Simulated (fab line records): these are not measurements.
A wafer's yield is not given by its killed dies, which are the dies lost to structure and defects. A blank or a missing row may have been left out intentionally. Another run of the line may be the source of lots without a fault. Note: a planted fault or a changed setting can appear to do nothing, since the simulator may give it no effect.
fab line records | flow n5_finfet
[record] lots = 7 wafers = 39
route steps=1938 shown WELL_APT@26 FIN_SAQP@96 SD_EPI_P@321 HKMG_FIN@413 MOL_CONTACT_COAG@535 BEOL_M0_SAQP@672 BEOL_M1@838 BEOL_M4@1059 BEOL_M8@1332 BEOL_M9@1443 BEOL_M13@1706 BEOL_M15@1802 PASSIVATION@1936
start_h: hours from the record's first day to the start of the lot's first wafer shown | wait_h: hours since the lot's step before | " repeats the value in the row above | L1.1+2: several wafers, shown together as one row | - no value, or no start given | * or withheld: withheld | < > ~ a bound
route shown NAME@n: names a module that has steps shown in the file, with the first one's number in the route | usual: average and standard deviation across the fault-free wafers | same: alike in all rows | chamber/n: place in a boat | sites: each site's reading | _std_site: the values' standard deviation | _edge_site: the outer-site mean with the inner-site mean subtracted | radius_mm: for every site, how far away it sits from the centre of the wafer | mask NAME#n: copy n | behind: the most recent tool/chamber to have shaped the wafer | hold: reason for holding the lot/hours on hold/outcome of the hold | device: which transistor (n, p or np) failed to switch | end of line: the same wafers' tests at the end of the route | a step without rows: its recipe alone | killed: not the wafer's yield, but the dies lost to structure and defects at the first sort | map: the dies of a wafer, with x for killed, . for not killed, _ for no die there
set.NAME: the setting the step ran with; set.NAME@STEP: the setting that earlier step ran with | model.NAME: the simulator's own value behind a step, which no gauge read
one table per step and one row per wafer, for lots whose settings were changed on purpose
[[steps]]
[step N5_WELL_APT_DEVELOP_07]
[recipe] develop_time_s = 45 rinse_liquid = surfactant_rinse dry = air_spin dev_temp_c = 21
[step N5_FIN_SAQP_HM_DEP_03]
[recipe] material = SiNx target_thk_a = 380 temp_c = 400 precursor = SiH4/NH3/N2 pressure_torr = 1.5 rf_w = 300 time_s = 33.6
[step N5_SD_EPI_P_EPI_21]
[recipe] material = SiGe:B dopant = B temp_c = 550 pressure_torr = 20 ambient = H2 time_s = 355
[step N5_HKMG_FIN_CVD_62]
[recipe] material = a-Si target_thk_a = 30 temp_c = 500 precursor = Si2H6 pressure_torr = 1 time_s = 20.8
[step N5_MOL_CONTACT_COAG_CONTACT_ETCH_14]
[recipe] chemistry = C4F6/O2 target = SiO2 target_depth_a = 275 overetch_a = 85 mask_material = SOC pressure_mtorr = 30 source_w = 370 bias_w = 185 Ar_flow_sccm = 300 C4F6_flow_sccm = 16 O2_flow_sccm = 10 time_s = 20 ion_energy_ev = 259.6
[step N5_BEOL_M0_SAQP_ETCH_106]
[recipe] chemistry = N2/H2 target = SOC target_depth_a = 1500 stop_on = SiNx ion_energy_ev = 100 bias_w = 61 pressure_mtorr = 30 source_w = 850 n2_flow_sccm = 200 h2_flow_sccm = 200
[step N5_BEOL_M1_DEP_57]
[recipe] material = SiCN target_thk_a = 80 temp_c = withheld precursor = 3MS/NH3 pressure_torr = 3 rf_w = 202 time_s = 14
[step N5_BEOL_M4_DESCUM_33]
[recipe] chemistry = O2 time_s = 7 source_power_w = 50 bias_power_w = 20 pressure_mtorr = 20 rf_frequency_hz = 2.712e+07 temp_c = 40 resist = CAR-EUV o2_flow_sccm = 225
[step N5_BEOL_M8_ILD_DEP_00]
[recipe] material = SiCOH_lowk target_thk_a = 1797.5 temp_c = 300 precursor = DEMS/porogen pressure_torr = 5 rf_w = 500 time_s = 33.4
[step N5_BEOL_M9_VIA_ETCH_34]
[recipe] chemistry = C4F6/O2 target = SiCOH_lowk target_depth_a = 1824 mask_material = SOC taper_deg = 4 time_s = 68.4 ion_energy_ev = 250 pressure_mtorr = 30 source_w = 345 bias_w = 185 Ar_flow_sccm = 300 C4F6_flow_sccm = 10 O2_flow_sccm = 10
[step N5_BEOL_M13_SPUTTER_44]
[recipe] material = Ta target_thk_a = 100 temp_c = 50 bias_v = 80 power_w = 15000 chamber_pressure_pa = 0.07 time_s = 16.13
[step N5_BEOL_M15_DEVELOP_27]
[recipe] develop_time_s = 45 rinse_liquid = diw dry = air_spin dev_temp_c = 21
[step N5_PASSIVATION_PROBE_49]
[usual] sort_bin_4_leakage = 0/0 sort_n_pass = 1078/15
// columns lot.wafer tool chamber start_h wait_h set.develop_time_s@WELL_APT_DEVELOP_07 set.time_s@FIN_SAQP_HM_DEP_03 set.epi_growth_time_s@SD_EPI_P_EPI_21 set.time_s@HKMG_FIN_CVD_62 set.time_s@MOL_CONTACT_COAG_CONTACT_ETCH_14 set.target_depth_a@BEOL_M0_SAQP_ETCH_106 set.target_thk_a@BEOL_M1_DEP_57 set.time_s@BEOL_M4_DESCUM_33 set.target_thk_a@BEOL_M8_ILD_DEP_00 set.target_depth_a@BEOL_M9_VIA_ETCH_34 set.target_thk_a@BEOL_M13_SPUTTER_44 set.develop_time_s@BEOL_M15_DEVELOP_27 sort_bin_4_leakage[%] sort_n_pass
L079.1 prober-01 - 345.46 0.0 45 33.6 355 20.8 20 1981 122.5 7 1797.5 1824 100 61.47 0 1085
L079.2 prober-01 - 345.51 0.1 27.63 15.26 355 20.8 20 1500 80 9.624 1797.5 1824 100 45 0 1077
L079.3 prober-01 - 345.56 0.1 45 15.26 355 20.8 20 1981 80 9.624 1797.5 1824 100 61.47 0.51 1063
L079.4 prober-01 - 345.61 0.2 27.63 33.6 552.9 20.8 20 1500 122.5 9.624 1797.5 1824 100 45 0 1068
L079.5 prober-01 - 345.66 0.2 45 15.26 552.9 20.8 20 1500 122.5 7 1797.5 1824 100 61.47 0.68 1070
L079.6 prober-01 - 345.71 0.3 27.63 33.6 552.9 20.8 20 1981 80 7 1797.5 1824 100 45 0.17 1085
L075.1 prober-01 - 356.70 0.0 68.46 33.6 355 20.8 20 1500 80 7 1797.5 1824 120.2 45 0 1071
L075.2 prober-01 - 356.75 0.1 45 19.81 355 25.43 26.05 1500 80 4.805 1797.5 1824 100 22.86 0 1085
L075.3 prober-01 - 356.80 0.1 45 19.81 355 20.8 20 1500 94.04 4.805 1797.5 1824 120.2 45 4.24 1049
L075.4 prober-01 - 356.85 0.2 45 33.6 355 20.8 26.05 1500 80 4.805 1797.5 1093 100 45 0.17 0
L075.5 prober-01 - 356.90 0.2 68.46 33.6 355 25.43 20 1500 94.04 7 1797.5 1093 100 22.86 0 0
L075.6 prober-01 - 356.95 0.3 68.46 19.81 355 25.43 26.05 1500 94.04 7 1797.5 1093 120.2 22.86 0.17 0
L082.1 prober-01 - 372.77 0.0 45 44.36 212.7 24.01 20 1500 57.46 7 1797.5 2220 100 45 0.51 326
L082.2 prober-01 - 372.82 0.1 45 33.6 355 24.01 31.7 1008 80 7 1797.5 2220 100 45 0 1096
L082.3 prober-01 - 372.87 0.1 20.32 33.6 212.7 20.8 31.7 1500 80 7 1797.5 1824 115.5 45 0.42 1071
L082.4 prober-01 - 372.92 0.2 45 44.36 355 20.8 31.7 1500 57.46 7 1797.5 1824 115.5 27.53 0 1077
L082.5 prober-01 - 372.97 0.2 20.32 33.6 212.7 24.01 20 1008 57.46 7 1797.5 1824 100 27.53 0.42 888
L082.6 prober-01 - 373.02 0.3 20.32 44.36 355 20.8 20 1008 80 7 1797.5 2220 115.5 27.53 0 1088
L086.1 prober-02 - 381.54 0.3 36.84 33.6 355 20.8 20 1782 80 7 768.7 2482 100 45 0 1
L086.2 prober-02 - 381.59 0.3 36.84 27.44 355 13.2 20 1500 80 7 1797.5 2482 100 67.42 0 1077
L086.3 prober-02 - 381.64 0.4 45 33.6 444.9 13.2 20 1782 80 7 768.7 1824 100 67.42 0 1
L086.4 prober-02 - 381.69 0.4 45 27.44 355 13.2 8.456 1782 80 7 1797.5 2482 100 45 0 0
L086.5 prober-02 - 381.74 0.5 45 27.44 444.9 20.8 8.456 1500 80 7 1797.5 1824 100 67.42 0 0
L086.6 prober-02 - 381.79 0.5 36.84 33.6 444.9 20.8 8.456 1500 80 7 768.7 1824 100 45 0 0
L084.1 prober-02 - 390.19 0.0 56.09 33.6 355 29.89 20 2354 80 7 2276 2105 100 45 87.63 0
L084.2 prober-02 - 390.24 0.1 45 33.6 355 20.8 20 2354 80 7 1797.5 1824 100 45 0 1086
L084.3 prober-02 - 390.29 0.1 56.09 33.6 355 20.8 20 2354 105.5 7 2276 1824 100 20.46 0 1083
L084.4 prober-02 - 390.34 0.2 56.09 33.6 355 20.8 20 1500 105.5 7 1797.5 2105 100 45 0 1079
L084.5 prober-02 - 390.39 0.2 45 33.6 355 29.89 20 1500 105.5 7 2276 1824 100 20.46 90.42 0
L084.6 prober-02 - 390.44 0.3 45 33.6 355 29.89 20 1500 80 7 1797.5 2105 100 20.46 90.76 0
L092.1 prober-02 - 425.76 0.0 29.13 33.6 355 32.29 28.39 1500 80 7 1797.5 2266 100 45 89.92 0
L092.2 prober-02 - 425.81 0.1 29.13 33.6 355 20.8 20 2250 80 7 1797.5 1824 152.5 31.85 0 1093
L092.3 prober-02 - 425.86 0.1 45 33.6 355 32.29 28.39 2250 80 7 1498 2266 152.5 45 88.47 0
L092.4 prober-02 - 425.91 0.2 45 33.6 355 20.8 20 1500 80 7 1498 1824 152.5 31.85 0 1074
L092.5 prober-02 - 425.96 0.2 45 33.6 355 20.8 28.39 1500 80 7 1498 1824 100 45 0 1101
L092.6 prober-02 - 426.01 0.3 29.13 33.6 355 32.29 20 2250 80 7 1797.5 2266 100 31.85 91.36 0
L097.1 prober-02 - 475.95 0.0 45 33.6 355 20.8 20 1500 80 7 1797.5 1824 100 45 0 1083
L097.2 prober-02 - 476.00 0.1 45 33.6 355 20.8 20 1500 80 7 1797.5 1824 100 45 0 1062
L097.6 prober-02 - 476.20 0.3 45 33.6 355 20.8 20 1500 80 7 1797.5 1824 100 45 0 1064
// killed by level:class
L079.1 BEOL_M2:geometric_particle:open=12 FIN_SAQP:geometric_particle:short=9 STI_FIN_REVEAL:geometric_particle:open=8 BEOL_M3:geometric_particle:open=6 BEOL_M2:geometric_particle:short=6 FIN_SAQP:geometric_particle:open=5 BEOL_M4:geometric_particle:open=5 MOL_CONTACT_COAG:geometric_particle:open=5
L079.2 BEOL_M2:geometric_particle:open=23 FIN_SAQP:geometric_particle:short=10 MOL_CONTACT_COAG:geometric_particle:open=8 BEOL_M0_SAQP:geometric_particle:open=6 BEOL_M3:geometric_particle:open=5 STI_FIN_REVEAL:geometric_particle:open=4 DUMMY_GATE:geometric_particle:open=4 BEOL_M4:geometric_particle:open=4
L079.3 FIN_SAQP:geometric_particle:open=10 STI_FIN_REVEAL:geometric_particle:open=10 BEOL_M2:geometric_particle:open=10 MOL_CONTACT_COAG:geometric_particle:open=7 BEOL_M0_SAQP:geometric_particle:open=6 BEOL_M3:geometric_particle:open=6 M6:area_ald=6 BEOL_M4:geometric_particle:short=5
L079.4 STI_FIN_REVEAL:geometric_particle:open=20 BEOL_M0_SAQP:geometric_particle:open=11 BEOL_M0_SAQP:geometric_particle:short=10 FIN_SAQP:geometric_particle:open=9 BEOL_M3:geometric_particle:open=9 BEOL_M3:geometric_particle:short=7 FIN_SAQP:geometric_particle:short=6 BEOL_M2:geometric_particle:open=5
L079.5 BEOL_M2:geometric_particle:open=13 FIN_SAQP:geometric_particle:open=12 STI_FIN_REVEAL:geometric_particle:open=11 BEOL_M0_SAQP:geometric_particle:open=9 FIN_SAQP:geometric_particle:short=6 BEOL_M0_SAQP:geometric_particle:short=6 STI_FIN_REVEAL:geometric_particle:short=5 GATE_CUT:geometric_particle:open=5
L079.6 STI_FIN_REVEAL:geometric_particle:open=9 FIN_SAQP:geometric_particle:open=8 BEOL_M0_SAQP:geometric_particle:short=8 FIN_SAQP:geometric_particle:short=7 MOL_CONTACT_COAG:geometric_particle:open=5 BEOL_M2:geometric_particle:open=5 BEOL_M3:geometric_particle:open=5 STI_FIN_REVEAL:geometric_particle:short=4
L075.1 FIN_SAQP:geometric_particle:short=24 FIN_SAQP:geometric_particle:open=14 MOL_CONTACT_COAG:geometric_particle:open=12 GATE_CUT:geometric_particle:short=5 BEOL_M0_SAQP:geometric_particle:open=5 BEOL_M3:geometric_particle:open=4 STI_FIN_REVEAL:geometric_particle:open=3 BEOL_M2:geometric_particle:open=3
L075.2 BEOL_M4:geometric_particle:open=15 MOL_CONTACT_COAG:geometric_particle:open=9 FIN_SAQP:geometric_particle:short=8 STI_FIN_REVEAL:geometric_particle:open=6 BEOL_M1:geometric_particle:open=6 BEOL_M0_SAQP:geometric_particle:short=5 FIN_SAQP:geometric_particle:open=3 BEOL_M2:geometric_particle:open=3
L075.3 M6:area_ald=50 MOL_CONTACT_COAG:geometric_particle:open=15 FIN_SAQP:geometric_particle:short=10 GATE_CUT:geometric_particle:short=6 FIN_SAQP:geometric_particle:open=5 BEOL_M1:geometric_particle:open=5 DUMMY_GATE:geometric_particle:open=4 BEOL_M2:geometric_particle:short=3
L075.4 BEOL_M9:area_etch=1088 MOL_CONTACT_COAG:geometric_particle:open=15 STI_FIN_REVEAL:geometric_particle:open=8 BEOL_M2:geometric_particle:open=6 FIN_SAQP:geometric_particle:open=5 BEOL_M0_SAQP:geometric_particle:open=5 FIN_SAQP:geometric_particle:short=4 MOL_CONTACT_COAG:geometric_particle:short=4
L075.5 BEOL_M9:area_etch=1089 MOL_CONTACT_COAG:geometric_particle:open=11 FIN_SAQP:geometric_particle:open=9 FIN_SAQP:geometric_particle:short=8 BEOL_M2:geometric_particle:open=7 STI_FIN_REVEAL:geometric_particle:open=6 BEOL_M1:geometric_particle:open=6 BEOL_M1:geometric_particle:short=4
L075.6 BEOL_M9:area_etch=1066 MOL_CONTACT_COAG:geometric_particle:open=14 STI_FIN_REVEAL:geometric_particle:open=13 FIN_SAQP:geometric_particle:open=9 FIN_SAQP:geometric_particle:short=7 BEOL_M1:geometric_particle:open=6 DUMMY_GATE:geometric_particle:open=4 BEOL_M0_SAQP:geometric_particle:short=4
L082.1 STI_FIN_REVEAL:geometric_particle:open=11 FIN_SAQP:geometric_particle:short=8 M6:area_ald=6 FIN_SAQP:geometric_particle:open=5 DUMMY_GATE:geometric_particle:open=5 ILD0:geometric_particle:open=5 BEOL_M1:geometric_particle:open=5 BEOL_M4:geometric_particle:open=4
L082.2 MOL_CONTACT_COAG:geometric_particle:open=12 FIN_SAQP:geometric_particle:short=10 BEOL_M0_SAQP:geometric_particle:open=10 STI_FIN_REVEAL:geometric_particle:open=9 BEOL_M0_SAQP:geometric_particle:short=8 BEOL_M2:geometric_particle:open=5 BEOL_M4:geometric_particle:open=4 BEOL_M5:geometric_particle:open=3
L082.3 BEOL_M0_SAQP:geometric_particle:open=14 STI_FIN_REVEAL:geometric_particle:open=11 FIN_SAQP:geometric_particle:open=10 MOL_CONTACT_COAG:geometric_particle:open=8 BEOL_M0_SAQP:geometric_particle:short=8 FIN_SAQP:geometric_particle:short=6 BEOL_M1:geometric_particle:open=6 M6:area_ald=5
L082.4 MOL_CONTACT_COAG:geometric_particle:open=14 BEOL_M0_SAQP:geometric_particle:open=13 BEOL_M4:geometric_particle:open=9 FIN_SAQP:geometric_particle:short=7 BEOL_M0_SAQP:geometric_particle:short=6 FIN_SAQP:geometric_particle:open=5 DUMMY_GATE:geometric_particle:open=5 BEOL_M3:geometric_particle:open=4
L082.5 STI_FIN_REVEAL:geometric_particle:open=14 BEOL_M0_SAQP:geometric_particle:short=14 BEOL_M2:geometric_particle:open=10 BEOL_M0_SAQP:geometric_particle:open=8 MOL_CONTACT_COAG:geometric_particle:open=8 FIN_SAQP:geometric_particle:short=6 BEOL_M3:geometric_particle:short=6 BEOL_M0:geometric_particle:open=5
L082.6 MOL_CONTACT_COAG:geometric_particle:open=10 BEOL_M0_SAQP:geometric_particle:short=10 BEOL_M0_SAQP:geometric_particle:open=6 BEOL_M8:geometric_particle:open=5 STI_FIN_REVEAL:geometric_particle:open=4 BEOL_M0:geometric_particle:open=4 BEOL_M2:geometric_particle:open=4 FIN_SAQP:geometric_particle:short=3
L086.1 BEOL_M8:area_dep=1065 MOL_CONTACT_COAG:geometric_particle:open=17 BEOL_M4:geometric_particle:open=14 BEOL_M3:geometric_particle:open=13 STI_FIN_REVEAL:geometric_particle:open=11 BEOL_M0_SAQP:geometric_particle:short=6 BEOL_M1:geometric_particle:open=5 BEOL_M6:geometric_particle:open=5
L086.2 BEOL_M4:geometric_particle:open=14 MOL_CONTACT_COAG:geometric_particle:open=11 BEOL_M0_SAQP:geometric_particle:short=10 BEOL_M3:geometric_particle:open=6 FIN_SAQP:geometric_particle:open=5 STI_FIN_REVEAL:geometric_particle:open=5 FIN_SAQP:geometric_particle:short=4 BEOL_M0_SAQP:geometric_particle:open=4
L086.3 BEOL_M8:area_dep=1071 BEOL_M4:geometric_particle:open=15 BEOL_M3:geometric_particle:open=14 STI_FIN_REVEAL:geometric_particle:open=11 MOL_CONTACT_COAG:geometric_particle:open=10 BEOL_M0_SAQP:geometric_particle:open=6 BEOL_M1:geometric_particle:open=5 PASS1_CAP:geometric_particle:short=5
L086.4 MOL_CONTACT_COAG:area_etch=1106 FIN_SAQP:geometric_particle:short=9 BEOL_M0_SAQP:geometric_particle:open=5 BEOL_M1:geometric_particle:open=5 BEOL_M3:geometric_particle:open=5 FIN_SAQP:geometric_particle:open=4 STI_FIN_REVEAL:geometric_particle:open=4 BEOL_M0:geometric_particle:open=4
L086.5 MOL_CONTACT_COAG:area_etch=1061 BEOL_M4:geometric_particle:open=16 BEOL_M1:geometric_particle:open=14 MOL_CONTACT_COAG:geometric_particle:open=8 BEOL_M2:geometric_particle:open=8 FIN_SAQP:geometric_particle:open=7 BEOL_M0_SAQP:geometric_particle:open=7 STI_FIN_REVEAL:geometric_particle:open=6
L086.6 MOL_CONTACT_COAG:area_etch=1084 BEOL_M3:geometric_particle:open=13 BEOL_M4:geometric_particle:open=9 STI_FIN_REVEAL:geometric_particle:open=8 BEOL_M1:geometric_particle:open=6 GATE_CUT:geometric_particle:short=5 MOL_CONTACT_COAG:geometric_particle:open=5 BEOL_M2:geometric_particle:open=5
L084.1 STI_FIN_REVEAL:geometric_particle:open=13 BEOL_M0_SAQP:geometric_particle:short=10 HKMG_FIN:area_etch=10 BEOL_M4:geometric_particle:open=9 BEOL_M0_SAQP:geometric_particle:open=8 BEOL_M3:geometric_particle:open=8 BEOL_M3:geometric_particle:short=7 FIN_SAQP:geometric_particle:short=5
L084.2 BEOL_M3:geometric_particle:open=12 STI_FIN_REVEAL:geometric_particle:open=9 MOL_CONTACT_COAG:geometric_particle:open=9 FIN_SAQP:geometric_particle:short=8 FIN_SAQP:geometric_particle:open=6 BEOL_M1:geometric_particle:open=6 DUMMY_GATE:geometric_particle:open=3 GATE_CUT:geometric_particle:short=3
L084.3 MOL_CONTACT_COAG:geometric_particle:open=12 BEOL_M0_SAQP:geometric_particle:open=11 BEOL_M0_SAQP:geometric_particle:short=11 GATE_CUT:geometric_particle:short=9 STI_FIN_REVEAL:geometric_particle:open=7 STARTING-WAFER:geometric_particle:open=6 DUMMY_GATE:geometric_particle:open=5 BEOL_M2:geometric_particle:open=5
L084.4 BEOL_M0_SAQP:geometric_particle:short=12 BEOL_M3:geometric_particle:open=10 GATE_CUT:geometric_particle:open=7 BEOL_M0_SAQP:geometric_particle:open=7 FIN_SAQP:geometric_particle:short=6 FIN_SAQP:geometric_particle:open=4 STI_FIN_REVEAL:geometric_particle:open=4 GATE_CUT:geometric_particle:short=4
L084.5 MOL_CONTACT_COAG:geometric_particle:open=25 FIN_SAQP:geometric_particle:open=9 FIN_SAQP:geometric_particle:short=9 GATE_CUT:geometric_particle:short=6 BEOL_M0_SAQP:geometric_particle:open=6 BEOL_M3:geometric_particle:open=6 STI_FIN_REVEAL:geometric_particle:open=5 BEOL_M0_SAQP:geometric_particle:short=5
L084.6 STI_FIN_REVEAL:geometric_particle:open=11 FIN_SAQP:geometric_particle:short=10 BEOL_M3:geometric_particle:open=9 GATE_CUT:geometric_particle:short=7 MOL_CONTACT_COAG:geometric_particle:open=7 BEOL_M4:geometric_particle:open=7 BEOL_M7:geometric_particle:open=5 BEOL_M0_SAQP:geometric_particle:open=4
L092.1 MOL_CONTACT_COAG:geometric_particle:open=16 BEOL_M0_SAQP:geometric_particle:short=16 BEOL_M0_SAQP:geometric_particle:open=15 FIN_SAQP:geometric_particle:short=10 STARTING-WAFER:geometric_particle:short=7 GATE_CUT:geometric_particle:short=5 BEOL_M4:geometric_particle:open=5 FIN_SAQP:geometric_particle:open=4
L092.2 MOL_CONTACT_COAG:geometric_particle:open=14 BEOL_M2:geometric_particle:open=7 BEOL_M0_SAQP:geometric_particle:open=6 FIN_SAQP:geometric_particle:short=4 MOL_CONTACT_COAG:geometric_particle:short=4 BEOL_M0_SAQP:geometric_particle:short=4 BEOL_M1:geometric_particle:open=4 BEOL_M1:geometric_particle:short=4
L092.3 BEOL_M0_SAQP:geometric_particle:open=17 BEOL_M1:geometric_particle:open=12 BEOL_M0_SAQP:geometric_particle:short=10 FIN_SAQP:geometric_particle:open=9 STI_FIN_REVEAL:geometric_particle:open=9 BEOL_M3:geometric_particle:open=9 DUMMY_GATE:geometric_particle:open=8 MOL_CONTACT_COAG:geometric_particle:open=8
L092.4 MOL_CONTACT_COAG:geometric_particle:open=21 BEOL_M0_SAQP:geometric_particle:short=15 BEOL_M4:geometric_particle:open=11 BEOL_M0_SAQP:geometric_particle:open=8 FIN_SAQP:geometric_particle:open=7 FIN_SAQP:geometric_particle:short=7 DUMMY_GATE:geometric_particle:open=6 MOL_CONTACT_COAG:geometric_particle:short=5
L092.5 BEOL_M3:geometric_particle:open=9 MOL_CONTACT_COAG:geometric_particle:open=6 BEOL_M2:geometric_particle:open=6 BEOL_M0_SAQP:geometric_particle:open=5 BEOL_M1:geometric_particle:open=4 BEOL_M4:geometric_particle:open=4 FIN_SAQP:geometric_particle:open=3 GATE_CUT:geometric_particle:open=3
L092.6 BEOL_M0_SAQP:geometric_particle:open=17 BEOL_M0_SAQP:geometric_particle:short=9 BEOL_M3:geometric_particle:open=8 BEOL_M1:geometric_particle:open=7 GATE_CUT:geometric_particle:open=6 BEOL_M3:geometric_particle:short=5 FIN_SAQP:geometric_particle:open=4 MOL_CONTACT_COAG:geometric_particle:open=4
L097.1 MOL_CONTACT_COAG:geometric_particle:open=12 FIN_SAQP:geometric_particle:short=11 STI_FIN_REVEAL:geometric_particle:open=8 FIN_SAQP:geometric_particle:open=6 BEOL_M0:geometric_particle:short=5 BEOL_M3:geometric_particle:open=5 MOL_CONTACT_COAG:geometric_particle:short=4 BEOL_M4:geometric_particle:open=4
L097.2 MOL_CONTACT_COAG:geometric_particle:open=17 BEOL_M2:geometric_particle:open=9 MOL_CONTACT_COAG:geometric_particle:short=8 BEOL_M4:geometric_particle:open=7 FIN_SAQP:geometric_particle:open=6 STI_FIN_REVEAL:geometric_particle:open=6 BEOL_M0_SAQP:geometric_particle:short=6 BEOL_M1:geometric_particle:open=6
L097.6 BEOL_M0_SAQP:geometric_particle:open=19 MOL_CONTACT_COAG:geometric_particle:open=15 FIN_SAQP:geometric_particle:open=8 STI_FIN_REVEAL:geometric_particle:open=8 BEOL_M0_SAQP:geometric_particle:short=7 BEOL_M1:geometric_particle:open=6 BEOL_M4:geometric_particle:open=6 FIN_SAQP:geometric_particle:short=4
[[key]]
[split] step = N5_WELL_APT_DEVELOP_07 setting = develop_time_s stated_as = 45
response none clear
[split] step = N5_FIN_SAQP_HM_DEP_03 setting = time_s stated_as = 33.6
response none clear
[split] step = N5_SD_EPI_P_EPI_21 setting = epi_growth_time_s stated_as = 355
response none clear
[split] step = N5_HKMG_FIN_CVD_62 setting = time_s stated_as = 20.8
[response] step = N5_PASSIVATION_PROBE_49 reading = sort_bin_4_leakage slope = +1.28 per = 1% together_with = all explained = 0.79
[response] step = N5_PASSIVATION_PROBE_49 reading = sort_n_pass slope = -20.2 per = 1% together_with = all explained = 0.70
[split] step = N5_MOL_CONTACT_COAG_CONTACT_ETCH_14 setting = time_s stated_as = 20
response none clear
[split] step = N5_BEOL_M0_SAQP_ETCH_106 setting = target_depth_a stated_as = 1500
response none clear
[split] step = N5_BEOL_M1_DEP_57 setting = target_thk_a stated_as = 80
response none clear
[split] step = N5_BEOL_M4_DESCUM_33 setting = time_s stated_as = 7
response none clear
[split] step = N5_BEOL_M8_ILD_DEP_00 setting = target_thk_a stated_as = 1797.5
response none clear
[split] step = N5_BEOL_M9_VIA_ETCH_34 setting = target_depth_a stated_as = 1824
response none clear
[split] step = N5_BEOL_M13_SPUTTER_44 setting = target_thk_a stated_as = 100
response none clear
[split] step = N5_BEOL_M15_DEVELOP_27 setting = develop_time_s stated_as = 45
response none clear
